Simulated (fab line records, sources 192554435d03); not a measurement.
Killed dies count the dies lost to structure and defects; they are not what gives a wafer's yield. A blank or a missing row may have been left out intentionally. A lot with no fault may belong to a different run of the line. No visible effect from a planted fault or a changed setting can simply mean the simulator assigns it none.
fab line records    flow n5-finfet
record: lots: 6  wafers: 18  last-day: 18
route steps=1938 shown DUMMY_GATE@213 PASSIVATION@1936
lots with no fault: from the same line, run without faults
start-h: hours from the record's opening day to when the first of the lot's shown wafers began    wait-h: hours elapsed since this lot's preceding step    " repeats the value in the row above    L1.1+2: one row covering several wafers at once    - no value, or no start was given    * or withheld: withheld    < > ~ a bound
route shown NAME@n: a module of which the file shows steps, and the number in the route of the first    usual: mean and standard deviation over wafers with no fault    same: alike in all rows    chamber/n: place in a boat    sites: readings site by site    _std_site: standard deviation of those values    _edge_site: outer sites' mean less inner sites'    radius-mm: how far each site lies from the wafer's centre    mask NAME#n: copy n    behind: the last tool/chamber to shape the wafer    hold: the reason the lot was held/the length of the hold in hours/how it ended    device: which transistor (n, p or np) failed to switch    end of line: the tests these same wafers got at the end of their route    for a step that has no rows: nothing shown but its recipe    killed: the dies lost at the first sort to structure and to defects; this is not the yield of the wafer    map: per-die view of a wafer (x killed, . not killed, _ where there is no die)
set.NAME: the setting as run; set.NAME@STEP: as run at that earlier step    model.NAME: the simulator's own value behind a step, which no gauge read
a table for each step, a row for each wafer; lots at some steps of the route
services: from which hour (start-h, from the record's first day; less than 0 if before it) a tool's chamber was out of use, for how many hours, and why
== steps ==
step: N5_DUMMY_GATE_SRD_01
recipe: time-s: 30  temp-c: 23  rinse-liquid: diw  dry: ipa-marangoni
step: N5_DUMMY_GATE_ALD_02
recipe: material: SiO2  target-thk-a: 20  temp-c: 300  ald-precursor-family: BDEAS  ald-co-reactant: O2-plasma  pulse-time-s: 1  pressure-torr: 2
usual: heater-power-w: 470/46  precursor-pulse-height-rel: 1.001/0.022
lot.wafer  tool        chamber  start-h  wait-h  heater-power-w  precursor-pulse-height-rel
L290.2     ald-sin-01  2        73.94    0.3     475             1.009
L290.4     "           1        "        "       446             0.968
L290.6     "           1        "        "       453             1.015
L293.2     ald-sin-04  1        94.14    1.0     430             0.983
L293.3     "           2        "        "       461             0.981
L293.4     "           3        "        "       564             1.013
L300.1     ald-sin-01  2        134.61   0.0     425             0.979
L300.2     "           1        "        "       444             1.013
L300.5     "           2        "        "       426             0.975
L301.1     ald-sin-02  3        140.16   0.0     428             1.030
L301.4     "           0        "        "       460             1.004
L301.6     "           1        "        "       462             1.012
L305.1     ald-sin-04  1        163.57   0.0     417             0.976
L305.3     "           3        "        "       563             0.993
L305.4     "           0        "        "       429             0.986
L306.1     ald-sin-01  3        168.82   0.0     450             0.960
L306.2     "           0        "        "       507             1.033
L306.3     "           1        "        "       442             1.023
step: N5_DUMMY_GATE_CVD_03
recipe: material: a-Si  target-thk-a: 1500  temp-c: 530  precursor: SiH4  time-s: 8042
step: N5_DUMMY_GATE_PRECLEAN_46
recipe: chemistry: DIW  time-s: 89.5  temp-c: 23
step: N5_DUMMY_GATE_SRD_47
recipe: dry-time-s: 32  dry: n2-spin  spin-rpm: 1500
step: N5_DUMMY_GATE_CMP_04
recipe: material: a-Si  post-cmp-clean: alkaline-brush
usual: edge-zone-pressure-frac: 1.000/0.0044  motor-current-A: 10.3/1.2  pad-life-wafers: 870/530  retaining-ring-pressure-frac: 1.000/0.0045  time-to-endpoint-s: 12.0/2.8
lot.wafer  tool    chamber  start-h  wait-h  edge-zone-pressure-frac  motor-current-A  pad-life-wafers  retaining-ring-pressure-frac  time-to-endpoint-s
L290.2     cmp-03  3        78.21    0.0     0.994                    10.3             132              1.009                         10.0
L290.4     "       1        "        "       0.998                    8.7              134              1.005                         10.2
L290.6     "       3        "        "       0.996                    10.2             -                0.999                         12.5
L293.2     cmp-01  2        97.98    0.0     0.998                    7.6              714              1.000                         16.0
L293.3     "       3        "        "       1.001                    9.6              715              1.002                         15.0
L293.4     "       0        "        "       1.003                    10.4             716              1.002                         14.7
L300.2     cmp-03  3        138.51   0.1     1.001                    10.5             559              0.997                         13.4
L300.1     "       1        "        "       0.997                    8.6              561              1.001                         9.4
L300.5     "       3        "        "       0.995                    10.4             -                0.991                         14.5
L301.1     cmp-02  2        144.02   0.0     1.002                    9.7              1464             1.000                         10.9
L301.4     "       0        "        "       1.006                    9.8              1466             1.005                         14.9
L301.6     "       2        "        "       0.997                    10.0             -                0.995                         9.4
L305.4     cmp-02  0        167.42   0.0     0.998                    10.2             1674             1.002                         15.4
L305.1     "       1        "        "       0.991                    12.2             1675             0.997                         10.4
L305.3     "       2        "        "       0.990                    9.4              1676             0.992                         11.6
L306.3     cmp-03  0        174.48   0.0     1.004                    10.3             882              1.001                         8.4
L306.2     "       1        "        "       0.998                    8.4              883              1.009                         12.1
L306.1     "       2        "        "       1.000                    11.8             884              1.004                         13.8
step: N5_DUMMY_GATE_THK_MEAS_05
usual: thk-nm: 71.6/1.3
lot.wafer  tool           chamber  start-h  wait-h  thk-nm
L290.2     film-metro-02  -        78.45    0.2     72.8
L290.4     "              -        "        "       72.5
L290.6     "              -        "        "       72.4
L293.2     film-metro-02  -        98.22    0.2     73.6
L293.3     "              -        "        "       71.4
L293.4     "              -        "        "       71.2
L300.1     film-metro-01  -        138.72   0.1     70.8
L300.2     "              -        "        "       73.2
L300.5     "              -        "        "       73.5
L301.1     film-metro-02  -        144.26   0.2     71.0
L301.4     "              -        "        "       71.2
L301.6     "              -        "        "       70.5
L305.1     film-metro-02  -        167.66   0.2     70.5
L305.3     "              -        "        "       71.6
L305.4     "              -        "        "       72.4
L306.1     film-metro-02  -        174.72   0.1     72.4
L306.2     "              -        "        "       71.8
L306.3     "              -        "        "       71.4
step: N5_DUMMY_GATE_HM_DEP_06
recipe: material: SiNx  target-thk-a: 800  precursor: DCS/NH3  temp-c: 700  pressure-mtorr: 300  time-s: 5141
step: N5_DUMMY_GATE_PECVD_30
recipe: material: SiO2  target-thk-a: 550  temp-c: 400  precursor: TEOS/O2  pressure-torr: 6.5  rf-w: withheld  teos-flow-sccm: withheld  gas: O2  flow-sccm: 2650  time-s: 10.8
step: N5_DUMMY_GATE_COAT_34
recipe: resist: SOC  temp-c: 250  time-s: 60  spin-rpm: 1500  resist-thk-nm: 60
step: N5_DUMMY_GATE_COAT_35
recipe: resist: SiARC  temp-c: 220  time-s: 60  spin-rpm: 1500  resist-thk-nm: 10
step: N5_DUMMY_GATE_COAT_28
recipe: resist: underlayer  temp-c: 205  time-s: 60  spin-rpm: 1500  resist-thk-nm: 10
step: N5_DUMMY_GATE_COAT_09
recipe: resist: CAR-EUV  spin-rpm: 1500  resist-thk-nm: 30
usual: resist-line-temp-C: 23.02/0.1  spin-speed-rpm: 1500.0/1.2
lot.wafer  tool            chamber  start-h  wait-h  resist-line-temp-C  spin-speed-rpm  model.CAR-EUV_of_DUMMY_GATE_COAT_09.thk-nm
L290.2     litho-track-05  0        82.49    -       23.05               1500.8          30
L290.4     "               0        "        "       23.01               1500.2          30.2
L290.6     "               0        "        "       23.02               1500.1          30
L293.2     litho-track-05  0        102.25   -       22.99               1501.2          30
L293.3     "               0        "        "       23.03               1500.5          30
L293.4     "               0        "        "       22.99               1499.3          30
L300.1     litho-track-05  0        142.75   -       22.96               1542.3          29.6
L300.2     "               0        "        "       22.91               1542.1          29.6
L300.5     "               0        "        "       23.08               1542.7          29.6
L301.1     litho-track-05  0        148.30   -       23.13               1544.9          29.4
L301.4     "               0        "        "       23.05               1543.1          29.4
L301.6     "               0        "        "       23.12               1543.6          29.4
L305.1     litho-track-01  0        171.70   -       22.93               1499.8          29.8
L305.3     "               0        "        "       22.98               1498.1          29.8
L305.4     "               0        "        "       22.88               1499.8          29.8
L306.1     litho-track-01  0        178.76   -       22.88               1500.5          30
L306.2     "               0        "        "       23.02               1499.3          30
L306.3     "               0        "        "       23.02               1500.9          30
step: N5_DUMMY_GATE_EBR_11
recipe: solvent: PGMEA  ebr-width-mm: 1.5
step: N5_DUMMY_GATE_SOFTBAKE_10
recipe: temp-c: 110  time-s: 60  resist: CAR-EUV
step: N5_DUMMY_GATE_EXPOSE_12
recipe: mask-id: GATE  na: 0.33  source-shape: annular  sigma-inner: 0.2  sigma-outer: 0.6  polarization: unpolarized  target-cd-nm: 25  dose-mj: 34
step: N5_DUMMY_GATE_PEB_13
recipe: peb-temp-c: 100  peb-time-s: 60  resist: CAR-EUV
step: N5_DUMMY_GATE_DEVELOP_14
recipe: develop-time-s: 30  developer: TMAH  resist: CAR-EUV  rinse-liquid: surfactant-rinse  dry: air-spin  dev-temp-c: 23
step: N5_DUMMY_GATE_CD_MEAS_15
recipe: target-cd-nm: 25.8  landing-energy-ev: 500  detector: se-inlens
usual: cd-nm: 24.90/0.24
lot.wafer  tool       chamber  start-h  wait-h  cd-nm
L290.2     cd-sem-03  0        82.74    -       25.07
L290.4     "          0        "        "       25.12
L290.6     "          0        "        "       24.76
L293.2     cd-sem-02  0        102.64   -       24.65
L293.3     "          0        "        "       24.93
L293.4     "          0        "        "       24.69
L300.1     cd-sem-01  0        143.13   -       25.05
L300.2     "          0        "        "       24.96
L300.5     "          0        "        "       25.42
L301.1     cd-sem-02  0        148.68   -       24.73
L301.4     "          0        "        "       24.67
L301.6     "          0        "        "       25.00
L305.1     cd-sem-02  0        172.08   -       24.92
L305.3     "          0        "        "       24.87
L305.4     "          0        "        "       24.76
L306.1     cd-sem-01  0        179.14   -       24.69
L306.2     "          0        "        "       24.97
L306.3     "          0        "        "       24.80
step: N5_DUMMY_GATE_OVL_MEAS_16
recipe: points-per-wafer: 522
usual: GATE_OVL: 0.5/0.66
lot.wafer  tool        chamber  start-h  wait-h  GATE_OVL[nm]
L290.2     overlay-02  0        82.79    0.0     -0.4
L290.4     "           0        "        "       0.1
L290.6     "           0        "        "       0.4
L293.2     overlay-02  0        102.68   0.0     0.9
L293.3     "           0        "        "       1.8
L293.4     "           0        "        "       2.0
L300.1     overlay-02  0        143.17   0.0     0.4
L300.2     "           0        "        "       0.4
L300.5     "           0        "        "       0.7
L301.1     overlay-02  0        148.72   0.0     0.5
L301.4     "           0        "        "       0.1
L301.6     "           0        "        "       -0.1
L305.1     overlay-01  0        172.12   0.0     0.5
L305.3     "           0        "        "       1.6
L305.4     "           0        "        "       1.5
L306.1     overlay-01  0        179.18   0.0     -0.9
L306.2     "           0        "        "       0.3
L306.3     "           0        "        "       -0.4
step: N5_DUMMY_GATE_INSPECT_17
recipe: mode: adi  inspect-instrument: brightfield
usual: raw-defect-count: 202/53
lot.wafer  tool               chamber  start-h  wait-h  raw-defect-count
L290.2     defect-inspect-01  -        82.84    0.0     104
L290.4     "                  -        "        "       104
L290.6     "                  -        "        "       126
L293.2     defect-inspect-02  -        102.74   0.0     209
L293.3     "                  -        "        "       197
L293.4     "                  -        "        "       204
L300.1     defect-inspect-01  -        143.23   0.1     263
L300.2     "                  -        "        "       219
L300.5     "                  -        "        "       173
L301.1     defect-inspect-02  -        148.78   0.1     209
L301.4     "                  -        "        "       228
L301.6     "                  -        "        "       164
L305.1     defect-inspect-01  -        172.18   0.1     314
L305.3     "                  -        "        "       181
L305.4     "                  -        "        "       290
L306.1     defect-inspect-02  -        179.24   0.1     161
L306.2     "                  -        "        "       214
L306.3     "                  -        "        "       241
step: N5_DUMMY_GATE_DESCUM_20
recipe: chemistry: O2  time-s: 6.2  source-power-w: 50  bias-power-w: 20  pressure-mtorr: 20  rf-frequency-hz: 2.712e+07  temp-c: 40  resist: CAR-EUV  o2-flow-sccm: 225
usual: drypump-motor-current-A: 5.7/0.46  oes-product-au: 0.80/0.1  rf-vpp-V: 243.2/1.3  showerhead-plenum-p-Torr: 2.10/0.064  throttle-valve-pct: 20.37/0.2
same: time-s: 6.2
lot.wafer  tool         chamber  start-h  wait-h  drypump-motor-current-A  oes-product-au  rf-hours-counter-h  rf-vpp-V  showerhead-plenum-p-Torr  throttle-valve-pct  model.CAR-EUV_of_DUMMY_GATE_COAT_09.thk-nm
L290.2     rie-diel-03  1        82.88    0.0     6.6                      0.78            128                 243.4     2.07                      20.26               26.6
L290.4     "            0        "        "       6.0                      0.89            32                  242.8     2.11                      20.35               26.6
L290.6     "            1        "        "       6.6                      0.79            -                   244.9     2.07                      20.25               26.6
L293.2     rie-diel-03  1        102.77   0.0     6.6                      0.78            133                 241.6     2.07                      20.27               26.4
L293.3     "            2        "        "       5.8                      0.81            85                  243.3     2.11                      20.20               26.4
L293.4     "            0        "        "       6.1                      0.88            38                  243.4     2.11                      20.35               26.4
L300.1     rie-diel-05  0        143.28   0.1     5.1                      0.72            176                 241.8     2.02                      20.44               26
L300.2     "            2        "        "       5.1                      0.87            58                  243.1     2.03                      20.34               26.2
L300.5     "            0        "        "       5.1                      0.71            -                   241.7     2.02                      20.41               26
L301.1     rie-diel-05  1        148.81   0.0     6.0                      0.67            238                 244.7     2.15                      20.31               25.8
L301.4     "            0        "        "       5.1                      0.72            178                 240.7     2.02                      20.42               25.8
L301.6     "            2        "        "       5.0                      0.86            -                   242.5     2.03                      20.36               25.8
L305.1     rie-diel-05  3        172.21   0.0     5.8                      0.72            198                 244.4     2.18                      20.84               26.4
L305.3     "            0        "        "       5.1                      0.71            185                 241.5     2.01                      20.43               26.4
L305.4     "            1        "        "       5.9                      0.67            246                 243.9     2.14                      20.33               26.4
L306.1     rie-diel-05  0        179.40   0.2     5.1                      0.71            188                 241.6     2.01                      20.43               26.4
L306.2     "            1        "        "       6.0                      0.65            248                 245.7     2.14                      20.31               26.4
L306.3     "            2        "        "       5.0                      0.85            68                  243.2     2.02                      20.37               26.4
step: N5_DUMMY_GATE_ETCH_29
recipe: chemistry: N2/H2  target: underlayer  target-depth-a: 130  ion-energy-ev: 200  pressure-mtorr: 30  source-w: 840  bias-w: 150  n2-flow-sccm: 200  h2-flow-sccm: 200
usual: bias-w: 150.0/0.43  drypump-motor-current-A: 5.7/0.46  oes-product-au: 0.79/0.11  rf-vpp-V: 523.9/2.2  showerhead-plenum-p-Torr: 2.54/0.077  throttle-valve-pct: 17.79/0.23
lot.wafer  tool         chamber  start-h  wait-h  bias-w  drypump-motor-current-A  oes-product-au  rf-hours-counter-h  rf-vpp-V  showerhead-plenum-p-Torr  throttle-valve-pct
L290.2     rie-diel-03  1        82.95    0.0     149.7   6.6                      0.78            128                 522.6     2.54                      17.77
L290.4     "            0        "        "       149.7   6.0                      0.91            33                  524.8     2.59                      18.04
L290.6     "            1        "        "       150.4   6.6                      0.79            -                   524.0     2.54                      17.74
L293.2     rie-diel-03  1        102.83   0.0     149.5   6.6                      0.78            133                 524.5     2.53                      17.78
L293.3     "            2        "        "       150.2   5.8                      0.80            85                  524.7     2.58                      17.64
L293.4     "            0        "        "       149.8   6.0                      0.89            38                  526.1     2.59                      18.07
L300.1     rie-diel-05  0        143.34   0.0     150.5   5.1                      0.71            176                 521.0     2.45                      17.92
L300.2     "            2        "        "       149.9   5.0                      0.85            58                  521.6     2.46                      17.76
L300.5     "            0        "        "       150.2   5.1                      0.71            -                   521.1     2.45                      17.92
L301.1     rie-diel-05  1        148.88   0.0     149.9   6.0                      0.65            238                 525.8     2.60                      17.68
L301.4     "            0        "        "       150.1   5.2                      0.71            178                 520.1     2.44                      17.92
L301.6     "            2        "        "       150.5   5.1                      0.86            -                   521.5     2.46                      17.75
L305.1     rie-diel-05  3        172.28   0.0     150.0   5.8                      0.68            198                 525.2     2.64                      18.21
L305.3     "            0        "        "       150.3   5.1                      0.71            185                 521.3     2.44                      17.94
L305.4     "            1        "        "       149.6   6.0                      0.64            246                 525.4     2.59                      17.70
L306.1     rie-diel-05  0        179.46   0.0     150.2   5.1                      0.70            188                 520.9     2.44                      17.95
L306.2     "            1        "        "       149.0   6.0                      0.64            248                 526.2     2.59                      17.69
L306.3     "            2        "        "       149.5   5.0                      0.84            68                  520.6     2.46                      17.78
step: N5_PASSIVATION_PROBE_49
usual: killed_at_M0_to_M3: 32/11  killed_at_M4_up: 12/4.4  killed-at-contacts: 13/6.1  killed-at-front-end: 39/12  killed-at-other: 3.9/3  killed-dies: 100/17  killed-on-rim: 13/3.9  killed-open: 66/12  killed-short: 33/7.4
same: gross-dies: 1180  killed-at-back-side: 0
lot.wafer  tool       chamber  start-h  wait-h  killed_at_M0_to_M3  killed_at_M4_up  killed-at-contacts  killed-at-front-end  killed-at-other  killed-dies  killed-on-rim  killed-open  killed-short
L290.2     prober-01  -        327.21   0.1     34                  13               4                   35                   4                90           20             63           26
L290.4     prober-01  -        327.31   0.2     19                  19               9                   44                   3                94           12             59           30
L290.6     prober-01  -        327.41   0.3     19                  14               7                   51                   7                98           15             59           31
L293.2     prober-02  -        336.40   0.1     36                  10               8                   45                   4                103          10             68           35
L293.3     prober-02  -        336.45   0.1     26                  11               6                   40                   5                88           14             59           25
L293.4     prober-02  -        336.50   0.2     22                  13               4                   31                   0                70           10             55           15
L301.1     prober-02  -        378.23   0.0     35                  18               8                   40                   4                105          14             56           46
L301.4     prober-02  -        378.38   0.2     37                  10               9                   45                   1                102          9              64           38
L301.6     prober-02  -        378.48   0.3     45                  12               4                   50                   3                114          15             69           44
L300.1     prober-01  -        392.11   0.0     32                  14               19                  27                   2                94           13             57           37
L300.2     prober-01  -        392.16   0.1     43                  9                16                  21                   2                91           10             56           34
L300.5     prober-01  -        392.31   0.2     22                  17               13                  35                   4                91           14             57           33
L305.1     prober-01  -        421.74   0.0     29                  7                14                  48                   7                105          12             66           36
L305.3     prober-01  -        421.84   0.1     23                  8                14                  59                   2                106          12             63           39
L305.4     prober-01  -        421.89   0.2     35                  15               18                  54                   1                123          13             82           40
L306.1     prober-01  -        432.47   0.0     33                  14               18                  34                   4                103          14             62           40
L306.2     prober-01  -        432.52   0.1     24                  10               18                  72                   6                130          20             85           45
L306.3     prober-01  -        432.57   0.1     25                  16               7                   29                   1                78           9              49           27
killed by level:class
L290.2 STI_FIN_REVEAL:geometric-particle:open=13 BEOL_M3:geometric-particle:open=10 DUMMY_GATE:geometric-particle:open=7 BEOL_M1:geometric-particle:open=7 BEOL_M4:geometric-particle:open=7 BEOL_M0_SAQP:geometric-particle:short=5 FIN_SAQP:geometric-particle:open=3 STARTING-WAFER:geometric-particle:open=3
L290.4 STI_FIN_REVEAL:geometric-particle:open=22 FIN_SAQP:geometric-particle:short=9 MOL_CONTACT_COAG:geometric-particle:open=6 BEOL_M4:geometric-particle:open=6 BEOL_M0:geometric-particle:open=5 FIN_SAQP:geometric-particle:open=3 MOL_CONTACT_COAG:geometric-particle:short=3 BEOL_M0_SAQP:geometric-particle:open=3
L290.6 STI_FIN_REVEAL:geometric-particle:open=13 FIN_SAQP:geometric-particle:open=8 FIN_SAQP:geometric-particle:short=7 BEOL_M0_SAQP:geometric-particle:short=5 HKMG_FIN:area-etch=5 SPACER0:geometric-particle:open=4 MOL_CONTACT_COAG:geometric-particle:open=4 BEOL_M0:geometric-particle:open=4
L293.2 FIN_SAQP:geometric-particle:open=15 BEOL_M0_SAQP:geometric-particle:short=11 FIN_SAQP:geometric-particle:short=9 MOL_CONTACT_COAG:geometric-particle:open=8 BEOL_M0_SAQP:geometric-particle:open=8 STI_FIN_REVEAL:geometric-particle:open=8 BEOL_M3:geometric-particle:open=8 BEOL_M5:geometric-particle:open=4
L293.3 STI_FIN_REVEAL:geometric-particle:open=14 BEOL_M0_SAQP:geometric-particle:open=11 BEOL_M0_SAQP:geometric-particle:short=9 MOL_CONTACT_COAG:geometric-particle:open=5 FIN_SAQP:geometric-particle:open=4 STARTING-WAFER:geometric-particle:open=4 BEOL_M6:geometric-particle:open=4 DUMMY_GATE:geometric-particle:open=3
L293.4 BEOL_M3:geometric-particle:open=8 GATE_CUT:geometric-particle:open=7 FIN_SAQP:geometric-particle:open=5 GATE_CUT:geometric-particle:short=5 MOL_CONTACT_COAG:geometric-particle:open=4 BEOL_M1:geometric-particle:open=4 BEOL_M5:geometric-particle:open=4 DUMMY_GATE:geometric-particle:open=3
L301.1 FIN_SAQP:geometric-particle:short=12 FIN_SAQP:geometric-particle:open=8 MOL_CONTACT_COAG:geometric-particle:open=8 BEOL_M0_SAQP:geometric-particle:short=8 BEOL_M0_SAQP:geometric-particle:open=7 STI_FIN_REVEAL:geometric-particle:open=6 BEOL_M5:geometric-particle:open=6 BEOL_M1:geometric-particle:open=4
L301.4 STI_FIN_REVEAL:geometric-particle:open=13 FIN_SAQP:geometric-particle:short=11 MOL_CONTACT_COAG:geometric-particle:open=7 FIN_SAQP:geometric-particle:open=6 BEOL_M2:geometric-particle:open=6 BEOL_M0_SAQP:geometric-particle:open=5 BEOL_M1:geometric-particle:short=5 BEOL_M3:geometric-particle:open=5
L301.6 FIN_SAQP:geometric-particle:open=11 FIN_SAQP:geometric-particle:short=11 BEOL_M0_SAQP:geometric-particle:open=10 BEOL_M0_SAQP:geometric-particle:short=10 BEOL_M1:geometric-particle:open=6 BEOL_M2:geometric-particle:open=6 GATE_CUT:geometric-particle:open=5 BEOL_M3:geometric-particle:open=5
L300.1 MOL_CONTACT_COAG:geometric-particle:open=14 BEOL_M0_SAQP:geometric-particle:short=8 GATE_CUT:geometric-particle:short=6 BEOL_M2:geometric-particle:open=6 BEOL_M4:geometric-particle:open=6 MOL_CONTACT_COAG:geometric-particle:short=5 STI_FIN_REVEAL:geometric-particle:open=4 GATE_CUT:geometric-particle:open=4
L300.2 MOL_CONTACT_COAG:geometric-particle:open=12 BEOL_M1:geometric-particle:open=11 BEOL_M0_SAQP:geometric-particle:short=8 BEOL_M0_SAQP:geometric-particle:open=8 GATE_CUT:geometric-particle:open=6 BEOL_M5:geometric-particle:open=5 BEOL_M3:geometric-particle:open=5 DUMMY_GATE:geometric-particle:open=4
L300.5 MOL_CONTACT_COAG:geometric-particle:open=10 BEOL_M4:geometric-particle:open=10 GATE_CUT:geometric-particle:short=8 FIN_SAQP:geometric-particle:short=6 BEOL_M3:geometric-particle:open=6 BEOL_M0_SAQP:geometric-particle:short=6 STI_FIN_REVEAL:geometric-particle:open=5 GATE_CUT:geometric-particle:open=5
L305.1 MOL_CONTACT_COAG:geometric-particle:open=11 FIN_SAQP:geometric-particle:short=8 FIN_SAQP:geometric-particle:open=8 BEOL_M2:geometric-particle:open=8 STI_FIN_REVEAL:geometric-particle:open=6 GATE_CUT:geometric-particle:short=5 GATE_CUT:geometric-particle:open=5 BEOL_M0_SAQP:geometric-particle:short=5
L305.3 STI_FIN_REVEAL:geometric-particle:open=13 FIN_SAQP:geometric-particle:short=12 FIN_SAQP:geometric-particle:open=9 MOL_CONTACT_COAG:geometric-particle:open=7 MOL_CONTACT_COAG:geometric-particle:short=6 BEOL_M3:geometric-particle:open=6 GATE_CUT:geometric-particle:short=5 BEOL_M1:geometric-particle:open=5
L305.4 MOL_CONTACT_COAG:geometric-particle:open=14 FIN_SAQP:geometric-particle:open=13 FIN_SAQP:geometric-particle:short=13 STI_FIN_REVEAL:geometric-particle:open=9 BEOL_M1:geometric-particle:open=7 BEOL_M2:geometric-particle:short=7 BEOL_M3:geometric-particle:open=7 BEOL_M4:geometric-particle:open=6
L306.1 MOL_CONTACT_COAG:geometric-particle:open=14 FIN_SAQP:geometric-particle:open=9 BEOL_M0_SAQP:geometric-particle:short=9 BEOL_M3:geometric-particle:open=6 BEOL_M0_SAQP:geometric-particle:open=5 BEOL_M4:geometric-particle:open=5 FIN_SAQP:geometric-particle:short=4 GATE_CUT:geometric-particle:short=4
L306.2 FIN_SAQP:geometric-particle:short=20 MOL_CONTACT_COAG:geometric-particle:open=16 FIN_SAQP:geometric-particle:open=15 STI_FIN_REVEAL:geometric-particle:open=7 DUMMY_GATE:geometric-particle:open=7 BEOL_M3:geometric-particle:open=6 DUMMY_GATE:geometric-particle:short=5 ILD0:geometric-particle:open=5
L306.3 BEOL_M0_SAQP:geometric-particle:short=7 STI_FIN_REVEAL:geometric-particle:open=5 MOL_CONTACT_COAG:geometric-particle:open=5 BEOL_M4:geometric-particle:open=5 BEOL_M2:geometric-particle:open=5 FIN_SAQP:geometric-particle:open=4 BEOL_M0_SAQP:geometric-particle:open=4 BEOL_M3:geometric-particle:open=4
== services ==
tool            chamber  start-h  hours  kind
rie-diel-05     2        52.48    3.9    repair
cmp-01          -        56.47    6.3    repair
cmp-03          -        56.76    4.0    pm
ald-sin-02      -        58.13    1.8    repair
cmp-03          -        60.76    -      consumable-replace:conditioner
cmp-03          -        60.76    -      consumable-replace:pad
cmp-01          -        64.07    2.1    repair
cmp-03          -        70.44    2.3    repair
cmp-01          -        73.19    1.0    repair
rie-diel-05     3        77.89    10.9   repair
rie-diel-03     0        77.97    4.1    repair
cmp-01          -        81.62    1.6    repair
ald-sin-01      -        85.25    14.0   pm
ald-sin-01      0        85.25    14.0   vent-cycle
cmp-03          -        87.43    4.6    repair
cmp-02          -        99.23    0.9    repair
rie-diel-05     0        118.41   3.1    repair
rie-diel-03     -        134.45   2.8    pm
rie-diel-05     -        139.00   2.8    pm
cmp-02          -        141.19   0.6    repair
litho-track-05  -        142.53   -      consumable-replace:filter
ald-sin-04      3        148.02   13.1   repair
ald-sin-02      -        155.19   0.6    repair
rie-diel-05     3        158.44   5.2    repair
== key ==
first-sign: step: N5_DUMMY_GATE_COAT_09  reading: spin-speed-rpm  direction: up  sigmas: 37  usual: *  struck: *
effect none on later readings
model-effect: step: N5_DUMMY_GATE_COAT_09  value: CAR-EUV_of_DUMMY_GATE_COAT_09.thk-nm  without: 29.9  struck: 29.5
model-effect: step: N5_DUMMY_GATE_DESCUM_20  value: CAR-EUV_of_DUMMY_GATE_COAT_09.thk-nm  without: 26.33  struck: 25.93
met-at N5_DUMMY_GATE_COAT_09
struck-wafers L300.1,L300.2,L300.5,L301.1,L301.4,L301.6
tester-left-out L300,L301
onset-between 102.25 142.75
fault: kind: process-parameter-drift  tool: litho-track-05  chamber: -  onset-h: 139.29  steps: N5_DUMMY_GATE_COAT_09  channel: spin-rpm  offset: *  shape: step  end-h: 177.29  acts-in: *  stated: *
tester-left-out: of these lots the tester's yield and bins aren't shown, on N5 and GAA mostly nor the transistor test; their killed dies are dies lost to structure and defects alone, not to doping, threshold or leakage, so they don't give the yield
